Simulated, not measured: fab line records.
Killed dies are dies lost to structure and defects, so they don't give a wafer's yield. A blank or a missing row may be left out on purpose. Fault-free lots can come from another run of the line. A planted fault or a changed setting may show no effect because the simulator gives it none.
Split-lot trial | flow n5Finfet | 21 wafers read across 7 lots, on a route 1938 steps long

SPLIT DETAILS
At N5_BEOL_M4_EXPOSE_25 (exposes mask V3, defocus 5 nm), the setting doseMj was moved away from the recipe's 63 on 5 of the 21 wafers read, by -5.2% to -3.1%. The other wafers ran this setting at the recipe's value.

FROM THE SPLIT TO THE READING: what the file shows between them, 2 steps
- N5_BEOL_M4_PEB_26: peb time 60 s
- N5_BEOL_M4_DEVELOP_27: develop time 30 s

THE READING
cdNm, in nm, at N5_BEOL_M4_CD_MEAS_28 (target cd 26.2 nm, target cd y 24.1 nm). On this fab line, fault-free wafers typically give 26.19 nm with a standard deviation of 0.25 nm.

wafer  | tool, chamber at the split | doseMj as run | against the recipe | cdNm, nm | against lot-mates on the recipe
L074.2 | euvScanner-02, 0           | 61.05         | -3.1%              | 25.34    | -0.89
L074.4 | euvScanner-02, 0           | 61.05         | -3.1%              | 25.57    | -0.66
L074.6 | euvScanner-02, 0           | 63            | recipe             | 26.23    | -
L075.3 | euvScanner-02, 0           | 63            | recipe             | 26.43    | -
L075.5 | euvScanner-02, 0           | 63            | recipe             | 26.76    | -
L075.6 | euvScanner-02, 0           | 63            | recipe             | 26.03    | -
L080.1 | euvScanner-02, 0           | 60.62         | -3.8%              | 25.30    | -1.15
L080.2 | euvScanner-02, 0           | 63            | recipe             | 26.35    | -
L080.4 | euvScanner-02, 0           | 63            | recipe             | 26.56    | -
L084.3 | euvScanner-01, 0           | 63            | recipe             | 26.00    | -
L084.4 | euvScanner-01, 0           | 63            | recipe             | 26.02    | -
L084.5 | euvScanner-01, 0           | 63            | recipe             | 25.83    | -
L088.2 | euvScanner-02, 0           | 63            | recipe             | 26.36    | -
L088.4 | euvScanner-02, 0           | 63            | recipe             | 26.58    | -
L088.6 | euvScanner-02, 0           | 63            | recipe             | 26.07    | -
L091.3 | euvScanner-01, 0           | 63            | recipe             | 25.84    | -
L091.5 | euvScanner-01, 0           | 59.74         | -5.2%              | 24.93    | -1.14
L091.6 | euvScanner-01, 0           | 63            | recipe             | 26.30    | -
L082.1 | euvScanner-02, 0           | 63            | recipe             | 26.19    | -
L082.3 | euvScanner-02, 0           | 61.03         | -3.1%              | 25.61    | -0.58
L082.6 | euvScanner-02, 0           | 63            | recipe             | 26.18    | -

THE FIT
A straight line over all 21 wafers: cdNm changes by +0.244 nm for each +1% of doseMj; r = +0.86; the points scatter about the line by 0.24 nm.
The same after taking each lot's own level away (the mean of its wafers on the recipe; 21 wafers): +0.241 nm for each +1%; r = +0.91; scatter 0.19 nm.
On that fit, the largest move of doseMj shifts the reading by 1.2 nm.
Measured against the standard deviation above, the lots' own levels, which go from 25.950 to 26.455 nm, span 2.0 times it.
Hence the lot-to-lot level has little effect on the slope; both slopes agree.
Check: -1.31 nm against its lot-mates is what the line predicts for one of the wafers moved furthest among these (-5.2%) when that wafer is left out of the fit. It came out at -1.14 nm against them.

OTHER SPLITS APPLIED TO THESE WAFERS
These wafers also went through other splits before the reading. Each is held against what the fit with the lots' levels taken away leaves over:
other split on the same wafers | wafers away from the commonest value | r with cdNm (lot level and that fit taken away)
N5_BEOL_M4_COAT_76 spinRpm     | 5                                    | +0.00

FILE'S OWN FIT
cdNm changes by +0.239 nm for each +1% of doseMj, r = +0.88.
